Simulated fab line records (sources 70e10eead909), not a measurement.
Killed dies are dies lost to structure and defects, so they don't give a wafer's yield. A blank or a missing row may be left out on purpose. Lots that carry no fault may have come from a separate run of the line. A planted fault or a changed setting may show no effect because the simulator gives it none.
fab line records | flow nand_harc | part 1 of 2: steps 1 to 28 of 38
record lots=5 | wafers=15 | last_day=32
route steps=1302 shown A_CHANNEL_FILL_D1@502 A_DECK1_JOINT@518
lots with no fault: from the same line, run without faults
start_h: hours from the record's opening day to when the first of the lot's shown wafers began | wait_h: hours from the lot's prior step to this one | " identical to the entry in the row above | L1.1+2: several wafers, shown together as one row | - no value present, or no start provided | * or withheld: withheld | < > ~ a bound
route shown NAME@n: a module of which the file shows steps, and the number in the route of the first | usual: mean/standard deviation of fault-free wafers | same: alike in all rows | chamber/n: place in a boat | sites: per-site readings | _std_site: standard deviation across them | _edge_site: mean of outer sites minus mean of inner sites | radius_mm: for every site, how far away it sits from the centre of the wafer | mask NAME#n: copy n | behind: the tool/chamber that last shaped the wafer | hold: cause of the lot's hold/its duration in hours/its outcome | device: whichever transistor did not switch (one of n, p or np) | end of line: the tests these same wafers got at the end of their route | step lacking rows: just its recipe | killed: dies that structure and defects cost at the first sort, which is not the same as the wafer's yield | map: the dies of a wafer, with x for killed, . for not killed, _ for no die there
set.NAME: the setting that was run; set.NAME@STEP: the one run at that earlier step | model.NAME: the simulator's own value behind a step, which no gauge read
lots at some steps of the route; a table a step, a row a wafer
services: when a tool's chamber went out of use (start_h, in hours from the record's first day, below 0 if earlier), for how many hours, and the reason
## steps
# step NHARC_A_CHANNEL_FILL_D1_PRECLEAN_21
# recipe time_s=30 | chemistry=dHF
lot.wafer  | tool         | chamber | start_h | wait_h
L074.2+4+3 | wet_bench-01 | 6,7,1   | 217.87  | -
L083.5+1+4 | wet_bench-03 | 4,7,1   | 309.28  | -
L092.6+3+4 | wet_bench-02 | 3,4,6   | 390.33  | -
L093.4+2+3 | wet_bench-01 | 1,3,6   | 390.40  | -
L095.1+6+3 | wet_bench-01 | 6,2,3   | 428.98  | -
# step NHARC_A_CHANNEL_FILL_D1_SRD_23
lot.wafer  | tool         | chamber | start_h | wait_h
L074.2+4+3 | wet_bench-01 | 6,7,1   | 217.93  | 0.0
L083.5+1+4 | wet_bench-03 | 4,7,1   | 309.30  | 0.0
L092.6+3+4 | wet_bench-02 | 3,4,6   | 390.36  | 0.0
L093.4+2+3 | wet_bench-01 | 1,3,6   | 390.43  | 0.0
L095.1+6+3 | wet_bench-01 | 6,2,3   | 429.01  | 0.0
# step NHARC_A_CHANNEL_FILL_D1_CVD_05
# recipe target_thk_a=50 | temp_c=550 | material=poly-Si
# usual zone_power_lower_pct=6.8/0.37 | zone_power_top_pct=16.8/0.9
lot.wafer | tool          | chamber | start_h | wait_h | zone_power_lower_pct | zone_power_top_pct
L074.2    | lpcvd_poly-04 | 0       | 220.35  | 2.4    | 6.8                  | 16.7
L074.3    | "             | 0       | "       | "      | 6.8                  | 16.7
L074.4    | "             | 0       | "       | "      | 6.8                  | 16.8
L083.1    | lpcvd_poly-04 | 0       | 311.75  | 2.4    | 6.7                  | 16.7
L083.4    | "             | 0       | "       | "      | 6.7                  | 16.6
L083.5    | "             | 0       | "       | "      | 6.6                  | 17.0
L092.3    | lpcvd_poly-02 | 0       | 392.70  | 2.3    | 7.5                  | 15.2
L092.4    | "             | 0       | "       | "      | 7.5                  | 15.6
L092.6    | "             | 0       | "       | "      | 7.6                  | 15.1
L093.2    | lpcvd_poly-02 | 0       | 392.70  | 2.3    | 7.3                  | 15.0
L093.3    | "             | 0       | "       | "      | 7.4                  | 15.2
L093.4    | "             | 0       | "       | "      | 7.5                  | 15.5
L095.1    | lpcvd_poly-03 | 0       | 431.42  | 2.4    | 6.6                  | 18.0
L095.3    | "             | 0       | "       | "      | 6.5                  | 17.8
L095.6    | "             | 0       | "       | "      | 6.6                  | 17.7
# step NHARC_A_CHANNEL_FILL_D1_ANNEAL_22
# recipe temp_c=620 | time_s=7200
# usual tube_center_temp_C_max=621.57/0.23 | zone_power_lower_pct=8.42/0.18 | zone_power_top_pct=19.3/1.4
lot.wafer | tool       | chamber | start_h | wait_h | tube_center_temp_C_max | zone_power_lower_pct | zone_power_top_pct
L074.2    | furnace-08 | 0       | 225.49  | 3.3    | 621.93                 | 8.29                 | 21.6
L074.3    | "          | 0       | "       | "      | 621.40                 | 8.11                 | 21.2
L074.4    | "          | 0       | "       | "      | 621.47                 | 8.07                 | 21.3
L083.1    | furnace-02 | 0       | 317.45  | 3.8    | 621.53                 | 8.69                 | 18.5
L083.4    | "          | 0       | "       | "      | 621.42                 | 8.53                 | 18.8
L083.5    | "          | 0       | "       | "      | 621.86                 | 8.81                 | 18.5
L092.3    | furnace-02 | 0       | 397.95  | 3.4    | 621.45                 | 8.80                 | 18.8
L092.4    | "          | 0       | "       | "      | 621.68                 | 8.58                 | 18.5
L092.6    | "          | 0       | "       | "      | 621.33                 | 8.61                 | 18.9
L093.2    | furnace-02 | 0       | 397.95  | 3.4    | 621.84                 | 8.74                 | 18.7
L093.3    | "          | 0       | "       | "      | 621.67                 | 8.59                 | 18.6
L093.4    | "          | 0       | "       | "      | 621.75                 | 8.62                 | 19.0
L095.1    | furnace-01 | 0       | 436.74  | 3.5    | 621.44                 | 8.34                 | 18.2
L095.3    | "          | 0       | "       | "      | 621.44                 | 8.44                 | 18.3
L095.6    | "          | 0       | "       | "      | 621.82                 | 8.53                 | 18.2
# step NHARC_A_CHANNEL_FILL_D1_ALD_25
# recipe target_thk_a=600 | pulse_time_s=10 | ald_cycles=600 | temp_c=300 | material=SiOx
# usual heater_power_w=483/45 | precursor_pulse_height_rel=0.997/0.022
lot.wafer | tool      | chamber | start_h | wait_h | heater_power_w | precursor_pulse_height_rel
L074.3    | ald_hk-04 | 3       | 229.55  | 0.1    | 497            | 0.970
L074.2    | "         | 0       | "       | "      | 534            | 1.019
L074.4    | "         | 1       | "       | "      | 456            | 0.976
L083.4    | ald_hk-01 | 2       | 322.10  | 0.7    | 498            | 0.988
L083.1    | "         | 0       | 323.34  | 1.9    | 463            | 0.962
L083.5    | "         | 1       | "       | "      | 432            | 0.995
L093.4    | ald_hk-04 | 2       | 402.00  | 0.1    | 471            | 0.981
L093.2    | "         | 3       | "       | "      | 520            | 1.000
L093.3    | "         | 0       | "       | "      | 532            | 1.003
L092.3    | ald_hk-03 | 1       | 402.61  | 0.7    | 452            | 1.028
L092.4    | "         | 3       | 403.84  | 1.9    | 564            | 1.001
L092.6    | "         | 0       | "       | "      | 406            | 0.987
L095.1    | ald_hk-03 | 1       | 443.26  | 2.5    | 454            | 1.003
L095.3    | "         | 2       | 444.50  | 3.8    | 453            | 0.988
L095.6    | "         | 3       | 445.74  | 5.0    | 557            | 0.952
# step NHARC_A_CHANNEL_FILL_D1_ETCHBACK_08
# recipe target_depth_a=2200 | time_s=110 | c4f8_flow_sccm=20 | ar_flow_sccm=withheld | rf_w=600 | bias_w=300 | chemistry=C4F8
# usual oes_product_au=0.94/0.034 | rf_vpp_V=441.6/2.7
lot.wafer | tool        | chamber | start_h | wait_h | oes_product_au | rf_hours_counter_h | rf_vpp_V
L074.4    | rie_diel-10 | 3       | -       | -      | 0.91           | 6.7                | 444.3
L074.2    | "           | 0       | "       | "      | 0.91           | 7.3                | 440.2
L074.3    | "           | 1       | "       | "      | 0.92           | 7.2                | 442.7
L083.1    | rie_diel-08 | 3       | -       | -      | 0.92           | 7.2                | 442.9
L083.4    | "           | 1       | "       | "      | 0.92           | 8.3                | 444.5
L083.5    | "           | 3       | "       | "      | 0.92           | -                  | 444.0
L093.4    | rie_diel-08 | 3       | -       | -      | 1.01           | 1.3                | 442.8
L093.2    | "           | 0       | "       | "      | 1.00           | 0.7                | 435.3
L093.3    | "           | 1       | "       | "      | 0.98           | 1.3                | 445.0
L092.4    | rie_diel-07 | 2       | -       | -      | 1.00           | 3.8                | 444.8
L092.3    | "           | 0       | "       | "      | 1.00           | 5.8                | 440.8
L092.6    | "           | 2       | "       | "      | 0.99           | -                  | 444.9
L095.1    | rie_diel-10 | 0       | -       | -      | 0.99           | 1.4                | 441.1
L095.3    | "           | 3       | "       | "      | 0.98           | 1.3                | 441.6
L095.6    | "           | 0       | "       | "      | 0.99           | -                  | 441.1
# step NHARC_A_CHANNEL_FILL_D1_STRIP_29
# recipe time_s=20 | o2_flow_sccm=500 | ar_flow_sccm=0 | bias_w=0 | chemistry=O2
# usual drypump_motor_current_A=5.5/0.64 | oes_product_au=0.997/0.011 | rf_vpp_V=57.9/0.9 | showerhead_plenum_p_Torr=3.58/0.13 | throttle_valve_pct=17.036/0.0095
lot.wafer | tool        | chamber | start_h | wait_h | drypump_motor_current_A | oes_product_au | rf_hours_counter_h | rf_vpp_V | showerhead_plenum_p_Torr | throttle_valve_pct
L074.4    | rie_diel-10 | 1       | -       | -      | 6.4                     | 0.993          | 7.2                | 58.3     | 3.60                     | 17.032
L074.3    | "           | 2       | "       | "      | 5.6                     | 0.982          | 6.2                | 59.2     | 3.53                     | 17.014
L074.2    | "           | 3       | "       | "      | 4.8                     | 0.996          | 6.7                | 57.5     | 3.65                     | 17.038
L083.1    | rie_diel-08 | 1       | -       | -      | 4.9                     | 0.982          | 8.4                | 58.0     | 3.78                     | 17.040
L083.4    | "           | 3       | "       | "      | 5.7                     | 0.983          | 7.2                | 58.1     | 3.65                     | 17.020
L083.5    | "           | 1       | "       | "      | 4.9                     | 0.972          | -                  | 59.9     | 3.78                     | 17.048
L093.2    | rie_diel-08 | 2       | -       | -      | 5.0                     | 1.002          | 1.5                | 57.4     | 3.58                     | 17.050
L093.3    | "           | 0       | "       | "      | 4.9                     | 0.988          | 0.7                | 56.4     | 3.32                     | 17.039
L093.4    | "           | 1       | "       | "      | 4.9                     | 0.985          | 1.3                | 56.8     | 3.78                     | 17.039
L092.4    | rie_diel-07 | 1       | -       | -      | 5.1                     | 0.995          | 5.7                | 55.7     | 3.48                     | 17.015
L092.3    | "           | 2       | "       | "      | 6.0                     | 0.997          | 3.9                | 58.6     | 3.76                     | 17.022
L092.6    | "           | 1       | "       | "      | 5.1                     | 0.990          | -                  | 57.4     | 3.48                     | 17.052
L095.1    | rie_diel-10 | 3       | -       | -      | 4.7                     | 0.982          | 1.3                | 58.0     | 3.64                     | 17.022
L095.3    | "           | 0       | "       | "      | 5.4                     | 0.983          | 1.4                | 57.8     | 3.50                     | 17.037
L095.6    | "           | 2       | "       | "      | 5.6                     | 0.999          | -                  | 56.8     | 3.52                     | 17.035
# step NHARC_A_CHANNEL_FILL_D1_PRECLEAN_30
# recipe time_s=30 | chemistry=dHF
lot.wafer  | tool         | chamber | start_h | wait_h
L074.3+4+2 | wet_bench-01 | 3,6,7   | 235.33  | -
L083.4+1+5 | wet_bench-03 | 3,4,6   | 327.30  | -
L093.2+4+3 | wet_bench-01 | 1,2,4   | 407.76  | -
L092.6+4+3 | wet_bench-02 | 0,2,3   | 407.78  | -
L095.1+6+3 | wet_bench-01 | 4,6,7   | 450.34  | -
# step NHARC_A_CHANNEL_FILL_D1_SRD_31
lot.wafer  | tool         | chamber | start_h | wait_h
L074.3+4+2 | wet_bench-01 | 3,6,7   | 235.35  | 0.0
L083.4+1+5 | wet_bench-03 | 3,4,6   | 327.33  | 0.0
L093.2+4+3 | wet_bench-01 | 1,2,4   | 407.77  | 0.0
L092.6+4+3 | wet_bench-02 | 0,2,3   | 407.80  | 0.0
L095.1+6+3 | wet_bench-01 | 4,6,7   | 450.37  | 0.0
# step NHARC_A_CHANNEL_FILL_D1_CVD_09
# recipe target_thk_a=1500 | temp_c=620 | pressure_mtorr=200 | time_s=3000 | material=poly-Si
# usual zone_power_lower_pct=8.4/0.53 | zone_power_top_pct=19.8/1.3
lot.wafer | tool          | chamber | start_h | wait_h | zone_power_lower_pct | zone_power_top_pct
L074.2    | lpcvd_poly-03 | 0       | 237.62  | 2.3    | 7.9                  | 21.0
L074.3    | "             | 0       | "       | "      | 8.0                  | 20.9
L074.4    | "             | 0       | "       | "      | 8.1                  | 20.7
L083.1    | lpcvd_poly-02 | 0       | 329.67  | 2.3    | 9.2                  | 17.9
L083.4    | "             | 0       | "       | "      | 9.1                  | 17.9
L083.5    | "             | 0       | "       | "      | 9.1                  | 18.1
L092.3    | lpcvd_poly-02 | 0       | 410.12  | 2.3    | 9.2                  | 18.2
L092.4    | "             | 0       | "       | "      | 9.3                  | 17.9
L092.6    | "             | 0       | "       | "      | 9.0                  | 17.7
L093.2    | lpcvd_poly-02 | 0       | 410.12  | 2.3    | 9.0                  | 17.5
L093.3    | "             | 0       | "       | "      | 9.1                  | 17.7
L093.4    | "             | 0       | "       | "      | 9.3                  | 18.0
L095.1    | lpcvd_poly-04 | 0       | 450.77  | 0.4    | 8.2                  | 19.7
L095.3    | "             | 0       | "       | "      | 8.3                  | 19.6
L095.6    | "             | 0       | "       | "      | 8.2                  | 19.6
# step NHARC_A_CHANNEL_FILL_D1_CMP_10
# recipe target_thk_nm=150
# usual motor_current_A=12.2/1.4 | slurry_filter_dp_kPa=13.52/0.15 | time_to_endpoint_s=15.3/2.7
lot.wafer | tool   | chamber | start_h | wait_h | motor_current_A | slurry_filter_dp_kPa | time_to_endpoint_s
L074.3    | cmp-02 | 3       | 240.80  | 0.4    | 12.0            | 13.36                | 13.6
L074.4    | "      | 1       | "       | "      | 11.3            | 13.61                | 15.5
L074.2    | "      | 2       | "       | "      | 11.5            | 13.64                | 15.3
L083.1    | cmp-03 | 2       | 332.86  | 0.4    | 11.4            | 13.65                | 14.9
L083.4    | "      | 3       | "       | "      | 10.8            | 13.60                | 18.0
L083.5    | "      | 2       | "       | "      | 11.0            | 13.43                | 17.8
L092.3    | cmp-04 | 0       | 413.33  | 0.4    | 12.1            | 13.43                | 17.6
L092.4    | "      | 1       | "       | "      | 13.0            | 13.69                | 18.8
L092.6    | "      | 3       | "       | "      | 13.1            | 13.69                | 9.9
L093.2    | cmp-03 | 0       | 413.33  | 0.4    | 14.1            | 13.57                | 15.5
L093.4    | "      | 1       | "       | "      | 11.7            | 13.47                | 11.9
L093.3    | "      | 2       | "       | "      | 11.0            | 13.32                | 16.1
L095.3    | cmp-04 | 3       | 453.99  | 0.4    | 12.9            | 13.59                | 11.1
L095.1    | "      | 0       | "       | "      | 11.3            | 13.56                | 16.0
L095.6    | "      | 1       | "       | "      | 13.4            | 13.38                | 19.9
# step NHARC_A_CHANNEL_FILL_D1_SRD_12
lot.wafer  | tool         | chamber | start_h | wait_h
L074.2+4+3 | wet_bench-03 | 5,7,0   | 241.10  | 0.0
L083.4+1+5 | wet_bench-03 | 1,3,4   | 333.13  | 0.0
L093.4+3+2 | wet_bench-02 | 7,0,1   | 413.60  | 0.0
L092.6+3+4 | wet_bench-01 | 4,5,1   | 413.60  | 0.0
L095.6+3+1 | wet_bench-03 | 7,0,4   | 454.24  | 0.0
# step NHARC_A_CHANNEL_FILL_D1_INSPECT_13
# usual raw_defect_count=296/110
lot.wafer | tool              | chamber | start_h | wait_h | raw_defect_count
L074.2    | defect_inspect-02 | -       | 241.21  | 0.0    | 221
L074.3    | "                 | -       | "       | "      | 184
L074.4    | "                 | -       | "       | "      | 260
L083.1    | defect_inspect-02 | -       | 333.24  | 0.0    | 390
L083.4    | "                 | -       | "       | "      | 309
L083.5    | "                 | -       | "       | "      | 253
L093.2    | defect_inspect-01 | -       | 413.72  | 0.0    | 219
L093.3    | "                 | -       | "       | "      | 289
L093.4    | "                 | -       | "       | "      | 313
L092.3    | defect_inspect-02 | -       | 413.72  | 0.0    | 381
L092.4    | "                 | -       | "       | "      | 201
L092.6    | "                 | -       | "       | "      | 200
L095.1    | defect_inspect-01 | -       | 454.35  | 0.0    | 237
L095.3    | "                 | -       | "       | "      | 284
L095.6    | "                 | -       | "       | "      | 189
# step NHARC_A_DECK1_JOINT_ETCHBACK_07
# recipe target_depth_a=1050 | time_s=26.9 | hbr_flow_sccm=150 | rf_w=350 | icp_w=350 | bias_w=60 | chemistry=HBr
# usual drypump_motor_current_A=5.8/0.46 | oes_product_au=1.000/0.01 | throttle_valve_pct=23.267/0.0089
lot.wafer | tool      | chamber | start_h | wait_h | drypump_motor_current_A | oes_product_au | rf_hours_counter_h | throttle_valve_pct
L074.4    | rie_si-01 | 1       | 241.29  | 0.1    | 6.0                     | 0.998          | 0.28               | 23.259
L074.2    | "         | 2       | "       | "      | 6.1                     | 1.004          | 0.25               | 23.265
L074.3    | "         | 3       | "       | "      | 6.5                     | 0.993          | 0.22               | 23.263
L083.4    | rie_si-01 | 2       | 333.33  | 0.1    | 6.1                     | 0.998          | 0.86               | 23.275
L083.1    | "         | 3       | "       | "      | 6.4                     | 1.001          | 0.85               | 23.278
L083.5    | "         | 1       | "       | "      | 6.0                     | 0.995          | -                  | 23.269
L092.3    | rie_si-05 | 2       | 413.79  | 0.1    | 6.5                     | 1.005          | 0.71               | 23.272
L092.4    | "         | 0       | "       | "      | 6.0                     | 1.027          | 0.54               | 23.267
L092.6    | "         | 2       | "       | "      | 6.5                     | 0.998          | -                  | 23.270
L093.4    | rie_si-04 | 3       | 413.79  | 0.1    | 5.1                     | 0.991          | 0.57               | 23.267
L093.3    | "         | 0       | "       | "      | 6.2                     | 0.996          | 0.59               | 23.267
L093.2    | "         | 1       | "       | "      | 5.5                     | 1.009          | 0.53               | 23.294
L095.3    | rie_si-04 | 3       | 454.44  | 0.1    | 5.1                     | 1.001          | 0.82               | 23.289
L095.1    | "         | 0       | "       | "      | 6.2                     | 0.992          | 0.88               | 23.270
L095.6    | "         | 2       | "       | "      | 5.7                     | 1.011          | -                  | 23.269
# step NHARC_A_DECK1_JOINT_ETCH_25
# recipe target_depth_a=5 | chemistry=dHF | material=SiO2
lot.wafer  | tool         | chamber | start_h | wait_h
L074.3+2+4 | wet_bench-07 | 6,7,0   | 241.43  | 0.1
L083.5+4+1 | wet_bench-09 | 1,4,6   | 333.45  | 0.1
L092.3+4+6 | wet_bench-09 | 3,4,5   | 413.94  | 0.1
L093.3+2+4 | wet_bench-07 | 5,6,7   | 413.96  | 0.1
L095.3+6+1 | wet_bench-09 | 7,0,1   | 454.58  | 0.1
# step NHARC_A_DECK1_JOINT_ETCH_19
# recipe temp_c=25 | target_depth_a=30 | chemistry=TMAH | material=poly-Si
lot.wafer  | tool         | chamber | start_h | wait_h
L074.3+2+4 | wet_bench-07 | 6,7,0   | 241.47  | 0.0
L083.5+4+1 | wet_bench-09 | 1,4,6   | 333.48  | 0.0
L092.3+4+6 | wet_bench-09 | 3,4,5   | 413.97  | 0.0
L093.3+2+4 | wet_bench-07 | 5,6,7   | 414.03  | 0.1
L095.3+6+1 | wet_bench-09 | 7,0,1   | 454.61  | 0.0
# step NHARC_A_DECK1_JOINT_ETCH_18
# recipe target_depth_a=30 | chemistry=dHF | material=SiO2
lot.wafer  | tool         | chamber | start_h | wait_h
L074.3+2+4 | wet_bench-07 | 6,7,0   | -       | -
L083.5+4+1 | wet_bench-09 | 1,4,6   | -       | -
L092.3+4+6 | wet_bench-09 | 3,4,5   | -       | -
L093.3+2+4 | wet_bench-07 | 5,6,7   | -       | -
L095.3+6+1 | wet_bench-09 | 7,0,1   | -       | -
# step NHARC_A_DECK1_JOINT_WET_08
# recipe temp_c=160 | time_s=86 | chemistry=H3PO4
lot.wafer  | tool         | chamber | start_h | wait_h
L074.2+3+4 | wet_h3po4-02 | 0       | 243.26  | -
L083.1+4+5 | wet_h3po4-02 | 0       | 335.29  | -
L092.3+4+6 | wet_h3po4-01 | 0       | 415.76  | -
L093.2+3+4 | wet_h3po4-01 | 1       | 415.76  | -
L095.1+3+6 | wet_h3po4-01 | 0       | 456.40  | -
# step NHARC_A_DECK1_JOINT_ETCH_09
# recipe target_depth_a=50 | chemistry=dHF | material=SiO2
lot.wafer  | tool         | chamber | start_h | wait_h
L074.2+3+4 | wet_bench-05 | 4,6,7   | 243.81  | 0.0
L083.1+4+5 | wet_bench-07 | 3,6,7   | 335.84  | 0.0
L093.2+3+4 | wet_bench-05 | 6,7,3   | 416.31  | 0.0
L092.4+3+6 | wet_bench-07 | 5,6,0   | 416.32  | 0.0
L095.1+6+3 | wet_bench-05 | 5,7,0   | 456.97  | 0.0
# step NHARC_A_DECK1_JOINT_WET_10
# recipe temp_c=160 | time_s=86 | chemistry=H3PO4
lot.wafer  | tool         | chamber | start_h | wait_h
L074.2+3+4 | wet_h3po4-01 | 0       | 245.55  | 1.7
L083.1+4+5 | wet_h3po4-02 | 1       | 337.52  | 1.7
L092.3+4+6 | wet_h3po4-01 | 0       | 418.00  | 1.7
L093.2+3+4 | wet_h3po4-01 | 1       | 418.00  | 1.7
L095.1+3+6 | wet_h3po4-01 | 0       | 458.65  | 1.7
# step NHARC_A_DECK1_JOINT_ETCH_11
# recipe target_depth_a=350 | chemistry=dHF | material=SiO2
lot.wafer  | tool         | chamber | start_h | wait_h
L074.4+2+3 | wet_bench-05 | 6,0,3   | 246.10  | 0.0
L083.4+1+5 | wet_bench-05 | 1,2,5   | 338.09  | 0.0
L093.2+4+3 | wet_bench-07 | 3,4,5   | 418.55  | 0.0
L092.6+4+3 | wet_bench-09 | 0,1,2   | 418.56  | 0.0
L095.1+3+6 | wet_bench-09 | 6,0,1   | 459.24  | 0.1
# step NHARC_A_DECK1_JOINT_CVD_12
# recipe target_thk_a=900 | temp_c=620 | pressure_mtorr=200 | time_s=1800 | material=poly-Si
# usual zone_power_lower_pct=8.4/0.3 | zone_power_top_pct=20.3/0.73
lot.wafer | tool          | chamber | start_h | wait_h | zone_power_lower_pct | zone_power_top_pct
L074.2    | lpcvd_poly-04 | 0       | 248.77  | 2.6    | 8.3                  | 19.7
L074.3    | "             | 0       | "       | "      | 8.2                  | 19.5
L074.4    | "             | 0       | "       | "      | 8.3                  | 20.1
L083.1    | lpcvd_poly-04 | 0       | 340.74  | 2.6    | 8.2                  | 19.5
L083.4    | "             | 0       | "       | "      | 8.2                  | 19.4
L083.5    | "             | 0       | "       | "      | 8.2                  | 19.6
L092.3    | lpcvd_poly-03 | 0       | 421.06  | 2.4    | 7.9                  | 20.9
L092.4    | "             | 0       | "       | "      | 7.9                  | 20.8
L092.6    | "             | 0       | "       | "      | 8.0                  | 21.1
L093.2    | lpcvd_poly-03 | 0       | 421.06  | 2.5    | 7.9                  | 20.8
L093.3    | "             | 0       | "       | "      | 7.8                  | 20.5
L093.4    | "             | 0       | "       | "      | 8.0                  | 21.0
L095.1    | lpcvd_poly-01 | 0       | 461.85  | 2.6    | 8.7                  | 20.9
L095.3    | "             | 0       | "       | "      | 8.8                  | 21.1
L095.6    | "             | 0       | "       | "      | 8.7                  | 21.0
# step NHARC_A_DECK1_JOINT_CMP_13
# recipe target_thk_nm=51.023
# usual motor_current_A=11.6/1.1 | slurry_filter_dp_kPa=13.52/0.13 | time_to_endpoint_s=8.3/2.2
lot.wafer | tool   | chamber | start_h | wait_h | motor_current_A | slurry_filter_dp_kPa | time_to_endpoint_s
L074.4    | cmp-02 | 2       | 251.64  | 0.4    | 11.4            | 13.55                | 11.2
L074.3    | "      | 3       | "       | "      | 12.4            | 13.46                | 11.5
L074.2    | "      | 0       | "       | "      | 10.7            | 13.29                | 12.4
L083.4    | cmp-01 | 2       | 343.62  | 0.4    | 13.1            | 13.46                | 3.4
L083.1    | "      | 0       | "       | "      | 11.5            | 13.51                | 8.0
L083.5    | "      | 1       | "       | "      | 10.6            | 13.55                | 6.4
L093.2    | cmp-01 | 2       | 423.90  | 0.4    | 12.5            | 13.90                | 6.4
L093.3    | "      | 3       | "       | "      | 11.1            | 13.64                | 10.3
L093.4    | "      | 1       | "       | "      | 11.0            | 13.53                | 9.6
L092.3    | cmp-03 | 1       | 423.95  | 0.4    | 11.1            | 13.47                | 5.7
L092.4    | "      | 2       | "       | "      | 10.8            | 13.71                | 8.5
L092.6    | "      | 3       | "       | "      | 10.5            | 13.40                | 10.9
L095.1    | cmp-01 | 2       | 464.74  | 0.4    | 12.3            | 13.54                | 5.2
L095.3    | "      | 0       | "       | "      | 11.3            | 13.59                | 8.1
L095.6    | "      | 2       | "       | "      | 12.1            | 13.51                | 7.9
# step NHARC_A_DECK1_JOINT_THK_MEAS_14
# recipe thk_meas_gauge=ellipsometry
# usual thk_nm=50.9/1.5
lot.wafer | tool          | chamber | start_h | wait_h | thk_nm
L074.2    | film_metro-01 | -       | 251.87  | 0.2    | 52.2
L074.3    | "             | -       | "       | "      | 53.1
L074.4    | "             | -       | "       | "      | 53.2
L083.1    | film_metro-02 | -       | 343.85  | 0.2    | 51.3
L083.4    | "             | -       | "       | "      | 49.2
L083.5    | "             | -       | "       | "      | 50.0
L093.2    | film_metro-02 | -       | 424.15  | 0.2    | 51.1
L093.3    | "             | -       | "       | "      | 53.8
L093.4    | "             | -       | "       | "      | 51.5
L092.3    | film_metro-01 | -       | 424.15  | 0.2    | 49.1
L092.4    | "             | -       | "       | "      | 49.6
L092.6    | "             | -       | "       | "      | 52.2
L095.1    | film_metro-02 | -       | 465.00  | 0.2    | 51.7
L095.3    | "             | -       | "       | "      | 52.3
L095.6    | "             | -       | "       | "      | 51.5
# step NHARC_A_DECK1_JOINT_SRD_04
lot.wafer  | tool         | chamber | start_h | wait_h
L074.4+3+2 | wet_bench-05 | 3,6,7   | 251.91  | 0.0
L083.1+5+4 | wet_bench-05 | 7,0,3   | 343.89  | 0.0
L093.4+2+3 | wet_bench-07 | 6,7,1   | 424.19  | 0.0
L092.3+6+4 | wet_bench-09 | 2,4,6   | 424.20  | 0.0
L095.6+1+3 | wet_bench-09 | 7,0,3   | 465.04  | 0.0
# step NHARC_A_DECK1_JOINT_ETCHBACK_00
# recipe target_depth_a=300 | time_s=17.4 | hbr_flow_sccm=150 | rf_w=350 | icp_w=350 | bias_w=60 | chemistry=HBr
# usual drypump_motor_current_A=5.9/0.46 | oes_product_au=1.000/0.0099 | throttle_valve_pct=23.267/0.0097
lot.wafer | tool      | chamber | start_h | wait_h | drypump_motor_current_A | oes_product_au | rf_hours_counter_h | throttle_valve_pct
L074.4    | rie_si-05 | 2       | 252.00  | 0.1    | 6.5                     | 0.998          | 0.80               | 23.266
L074.2    | "         | 3       | "       | "      | 5.3                     | 1.007          | 0.74               | 23.264
L074.3    | "         | 1       | "       | "      | 5.4                     | 1.016          | 0.83               | 23.261
L083.4    | rie_si-01 | 0       | 344.05  | 0.1    | 6.4                     | 1.004          | 0.96               | 23.269
L083.1    | "         | 1       | "       | "      | 6.0                     | 0.996          | 0.98               | 23.263
L083.5    | "         | 0       | "       | "      | 6.4                     | 0.996          | -                  | 23.245
L093.4    | rie_si-01 | 2       | 424.28  | 0.1    | 6.1                     | 1.007          | 0.22               | 23.276
L093.3    | "         | 3       | "       | "      | 6.4                     | 1.013          | 0.26               | 23.260
L093.2    | "         | 0       | "       | "      | 6.4                     | 0.993          | 0.32               | 23.271
L092.4    | rie_si-05 | 0       | 424.29  | 0.1    | 6.0                     | 1.006          | 0.57               | 23.287
L092.3    | "         | 1       | "       | "      | 5.4                     | 0.998          | 0.70               | 23.281
L092.6    | "         | 0       | "       | "      | 6.0                     | 1.013          | -                  | 23.282
L095.3    | rie_si-01 | 2       | 465.12  | 0.1    | 6.1                     | 1.004          | 0.41               | 23.265
L095.1    | "         | 3       | "       | "      | 6.4                     | 1.026          | 0.44               | 23.269
L095.6    | "         | 2       | "       | "      | 6.1                     | 1.015          | -                  | 23.272
# step NHARC_A_DECK1_JOINT_PRECLEAN_30
# recipe time_s=* | temp_c=50 | bath_age_min=0 | chemistry=SC1
# same bath_age_min=0
lot.wafer  | tool         | chamber | start_h | wait_h
L074.3+2+4 | wet_bench-09 | 0,2,3   | 252.15  | 0.1
L083.4+1+5 | wet_bench-05 | 1,2,6   | 344.19  | 0.1
L093.3+2+4 | wet_bench-05 | 3,4,5   | 424.42  | 0.1
L092.4+6+3 | wet_bench-07 | 0,1,2   | 424.44  | 0.1
L095.6+1+3 | wet_bench-09 | 1,2,5   | 465.27  | 0.1
# step NHARC_A_DECK1_JOINT_SRD_31
lot.wafer  | tool         | chamber | start_h | wait_h
L074.3+2+4 | wet_bench-09 | 0,2,3   | -       | -
L083.4+1+5 | wet_bench-05 | 1,2,6   | -       | -
L093.3+2+4 | wet_bench-05 | 3,4,5   | -       | -
L092.4+6+3 | wet_bench-07 | 0,1,2   | -       | -
L095.6+1+3 | wet_bench-09 | 1,2,5   | -       | -
